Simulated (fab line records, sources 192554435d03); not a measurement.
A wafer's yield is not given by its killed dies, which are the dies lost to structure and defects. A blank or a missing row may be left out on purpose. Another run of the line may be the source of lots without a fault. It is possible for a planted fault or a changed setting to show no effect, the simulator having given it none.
What tool caused it? ; flow n5Finfet ; at 1 step of a route of 1938, 12 lots with 36 wafers sampled

WHAT EACH GAUGE READ, for each wafer
N5_BEOL_M11_OVL_MEAS_12.
lot;measured;on;M11_OVL (nm)
L076;day 11 11:10;overlay-02;1.1 -0.2 0.6
L075;day 11 14:04;overlay-01;1.3 -0.4 1.0
L079;day 12 05:33;overlay-02;1.4 0.6 0.3
L083;day 12 23:25;overlay-01;0.5 0.0 -0.8
L082;day 13 06:17;overlay-02;1.5 1.1 1.1
L086;day 13 09:56;overlay-01;1.5 0.3 1.4
L088;day 14 11:17;overlay-01;1.7 1.1 0.5
L089;day 14 11:43;overlay-01;-0.1 0.6 0.8
L091;day 14 21:32;overlay-02;0.6 0.4 0.2
L094;day 15 22:20;overlay-02;1.8 1.0 2.5
L097;day 16 04:25;overlay-01;2.1 0.9 2.4
L096;day 16 22:28;overlay-02;0.1 0.1 1.0

EACH LOT AND THE TOOL THAT RAN IT (in order: tool; ch and the chambers of the sampled wafers; start)
There is no process step in the record ahead of these readings.

THE ANSWER, worked out from the rows above alone
Rule: usual is defined by the lots themselves. Put in order of their means at a reading, lots are off if they are a third of the lots or fewer, leave a main group of 4 or more, and stand apart from it by a gap of 3 or more times the standard deviation of the main group's means; of several such gaps the widest counts. A main group is skipped when, at the precision printed for the reading in the tables above, its means are all equal. Also off: a lot with no number at a reading for which 4 or more lots have one. All remaining lots with rows at the step are treated as sound.
None of the lots is off at any reading shown; this tells nothing.

WHAT THE SIMULATOR HAD PUT IN
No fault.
